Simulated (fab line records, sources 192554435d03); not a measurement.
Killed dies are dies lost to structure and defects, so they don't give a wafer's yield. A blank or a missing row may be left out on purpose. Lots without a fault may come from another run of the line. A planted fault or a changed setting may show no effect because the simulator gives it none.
Chamber matching | flow n5_finfet | N5_BEOL_M11_DESCUM_16 on rie_diel-06: 4 sister chambers
The step chemistry O2, time 7.9 s. 16 wafers are shown with their chamber, then 8 later ones without.

WAFERS WITH THEIR CHAMBER
wafer  | chamber | showerhead_plenum_p_Torr (Torr) | drypump_motor_current_A (A) | throttle_valve_pct (%)
L074.2 | 1       | 2.23                            | 5.7                         | 20.23
L074.3 | 0       | 2.07                            | 5.4                         | 20.67
L074.4 | 3       | 2.06                            | 5.1                         | 20.39
L083.2 | 2       | 2.10                            | 5.9                         | 20.56
L083.3 | 3       | 2.05                            | 5.2                         | 20.41
L083.6 | 2       | 2.10                            | 5.8                         | 20.55
L081.3 | 0       | 2.06                            | 5.4                         | 20.71
L081.5 | 3       | 2.05                            | 5.1                         | 20.40
L081.6 | 2       | 2.10                            | 5.8                         | 20.57
L092.2 | 2       | 2.10                            | 5.9                         | 20.59
L092.5 | 1       | 2.22                            | 5.7                         | 20.30
L092.6 | 3       | 2.04                            | 5.1                         | 20.43
L093.1 | 2       | 2.10                            | 5.8                         | 20.58
L093.3 | 1       | 2.22                            | 5.7                         | 20.30
L093.6 | 2       | 2.10                            | 5.9                         | 20.59
L091.1 | 2       | 2.10                            | 5.8                         | 20.60

SIGNATURES (means of the wafers above)
reading                  | chamber 0 | chamber 1 | chamber 2 | chamber 3 | scatter within a chamber
showerhead_plenum_p_Torr | 2.0650    | 2.2233    | 2.1000    | 2.0500    | 0.00514
drypump_motor_current_A  | 5.400     | 5.700     | 5.843     | 5.125     | 0.0453
throttle_valve_pct       | 20.6900   | 20.2767   | 20.5771   | 20.4075   | 0.024
Rule: a wafer's distance from a chamber is the root of the sum, over the readings, of the square of ((its reading less the chamber's mean) divided by the reading's scatter). The wafer belongs to the nearest chamber; if the next one is less than 2 further off, it can't be placed. The scatter: the root of (the sum of the squares of (reading less its chamber's mean) over the shown wafers, divided by (wafers less chambers)).

WAFERS WITHOUT THEIR CHAMBER
wafer  | showerhead_plenum_p_Torr (Torr) | drypump_motor_current_A (A) | throttle_valve_pct (%)
L091.3 | 2.21                            | 5.7                         | 20.31
L091.6 | 2.21                            | 5.7                         | 20.28
L095.2 | 2.09                            | 5.8                         | 20.58
L095.3 | 2.06                            | 5.4                         | 20.36
L095.6 | 2.06                            | 5.4                         | 20.35
L094.1 | 2.06                            | 5.4                         | 20.36
L094.2 | 2.21                            | 5.7                         | 20.32
L094.3 | 2.04                            | 5.1                         | 20.46

WHICH CHAMBER EACH WENT THROUGH
wafer  | from the rows above | in truth
L091.3 | 1                   | 1
L091.6 | 1                   | 1
L095.2 | 2                   | 2
L095.3 | 3                   | 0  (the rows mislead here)
L095.6 | 3                   | 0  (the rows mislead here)
L094.1 | 3                   | 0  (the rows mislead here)
L094.2 | 1                   | 1
L094.3 | 3                   | 3
Placed correctly: 5 of 8. Can't be placed from these rows: 0. Placed wrongly: 3.
